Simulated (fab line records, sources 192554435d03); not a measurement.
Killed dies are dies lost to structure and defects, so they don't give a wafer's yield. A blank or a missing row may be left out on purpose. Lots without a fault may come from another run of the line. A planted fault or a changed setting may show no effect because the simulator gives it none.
Tool commonality check | flow n5_finfet | 9 lots, 27 wafers sampled

WHY IT WAS OPENED
At N5_DUMMY_GATE_THK_MEAS_05 the reading thk_nm is flagged on 1 of 9 lots. Wafers without a fault read 72.4 nm, standard deviation 1.2.
Rule: a lot is flagged when every wafer of it that has a number lies more than 4 standard deviations from that mean, or none has a number. The other lots count as sound.

lot  | measured    | on            | thk_nm (nm), wafer by wafer | flag
L751 | day 2 17:41 | film_metro-02 | 71.4 72.6 72.3              |
L752 | day 3 00:13 | film_metro-02 | 72.0 72.7 72.2              |
L757 | day 4 08:01 | film_metro-02 | 73.3 72.2 73.3              |
L758 | day 4 11:28 | film_metro-01 | 75.3 72.4 70.6              |
L759 | day 4 21:20 | film_metro-02 | 71.6 70.0 74.8              |
L760 | day 5 01:26 | film_metro-01 | 72.4 72.5 71.5              |
L761 | day 5 06:02 | film_metro-02 | 70.9 75.6 72.9              |
L764 | day 5 23:48 | film_metro-01 | 74.2 72.7 73.1              |
L771 | day 7 17:33 | film_metro-01 | 53.1 50.9 50.9              | FLAGGED
The numbers of the flagged lots are 51.6 nm on average: -20.8 nm against the usual, or -17 standard deviations.

WHICH TOOL RAN EACH LOT
The record holds 2 process steps before the reading, out of a route of 1938 steps. In each cell: the tool, then ch and the chambers that the sampled wafers went through, then the start.
lot  | flag    | N5_STI_FIN_REVEAL_ALD_14         | N5_DUMMY_GATE_CVD_03
L751 |         | ald_sin-01 ch 1,2, day 2 04:43   | lpcvd-01 ch 0/20,0/25,0/34, day 2 13:41
L752 |         | ald_sin-01 ch 0,2, day 2 10:43   | lpcvd-01 ch 0/100,0/109,0/90, day 2 20:14
L757 |         | ald_sin-03 ch 0,3, day 3 17:11   | lpcvd-01 ch 1/65,1/75,1/84, day 4 02:12
L758 |         | ald_sin-03 ch 0,1,3, day 3 22:29 | lpcvd-02 ch 0/45,0/50,0/59, day 4 07:29
L759 |         | ald_sin-02 ch 0,1,3, day 4 06:53 | lpcvd-01 ch 0/40,0/45,0/50, day 4 17:21
L760 |         | ald_sin-03 ch 0,3, day 4 10:29   | lpcvd-01 ch 1/45,1/54,1/59, day 4 21:28
L761 |         | ald_sin-03 ch 0,1,3, day 4 16:49 | lpcvd-02 ch 1/100,1/109,1/95, day 5 02:02
L764 |         | ald_sin-03 ch 0,1,2, day 5 09:44 | lpcvd-02 ch 1/15,1/25,1/39, day 5 19:36
L771 | FLAGGED | ald_sin-02 ch 0,1,3, day 7 04:46 | lpcvd-02 ch 0/65,0/79,0/89, day 7 13:34
What these steps do:
- N5_STI_FIN_REVEAL_ALD_14: deposits Si3N4, target thk 3 nm.
- N5_DUMMY_GATE_CVD_03: deposits a-Si from SiH4, target thk 150 nm, time 8042 s.
- N5_DUMMY_GATE_THK_MEAS_05

FLAGGED OVER TOTAL, TOOL BY TOOL (the gauges that took the reading come last)
step                      | tool          | lots run | flagged | share of the flagged lots | sound lots run after its first flagged lot
N5_STI_FIN_REVEAL_ALD_14  | ald_sin-01    | 2        | 0       | none                      | -
N5_STI_FIN_REVEAL_ALD_14  | ald_sin-02    | 2        | 1       | all                       | 0
N5_STI_FIN_REVEAL_ALD_14  | ald_sin-03    | 5        | 0       | none                      | -
N5_DUMMY_GATE_CVD_03      | lpcvd-01      | 5        | 0       | none                      | -
N5_DUMMY_GATE_CVD_03      | lpcvd-02      | 4        | 1       | all                       | 0
N5_DUMMY_GATE_THK_MEAS_05 | film_metro-01 | 4        | 1       | all                       | 0
N5_DUMMY_GATE_THK_MEAS_05 | film_metro-02 | 5        | 0       | none                      | -

WHAT THE TABLE ALLOWS
3 rows of the table ran every flagged lot: ald_sin-02 at N5_STI_FIN_REVEAL_ALD_14, lpcvd-02 at N5_DUMMY_GATE_CVD_03, film_metro-01 at N5_DUMMY_GATE_THK_MEAS_05.
- ald_sin-02 at N5_STI_FIN_REVEAL_ALD_14: 1 of its 2 lots flagged. Its last sound lot is L759 (day 4 06:53), its first flagged lot L771 (day 7 04:46): a fault that began between those two fits.
- lpcvd-02 at N5_DUMMY_GATE_CVD_03: 1 of its 4 lots flagged. Its last sound lot is L764 (day 5 19:36), its first flagged lot L771 (day 7 13:34): a fault that began between those two fits.
- film_metro-01 at N5_DUMMY_GATE_THK_MEAS_05: 1 of its 4 lots flagged. Its last sound lot is L764 (day 5 23:48), its first flagged lot L771 (day 7 17:33): a fault that began between those two fits.
Counting lots can't tell these 3 tools apart, because each fits a fault that began at some hour. More lots, or a look at what each step does to the wafer, might.

WHAT THE SIMULATOR HAD PUT IN
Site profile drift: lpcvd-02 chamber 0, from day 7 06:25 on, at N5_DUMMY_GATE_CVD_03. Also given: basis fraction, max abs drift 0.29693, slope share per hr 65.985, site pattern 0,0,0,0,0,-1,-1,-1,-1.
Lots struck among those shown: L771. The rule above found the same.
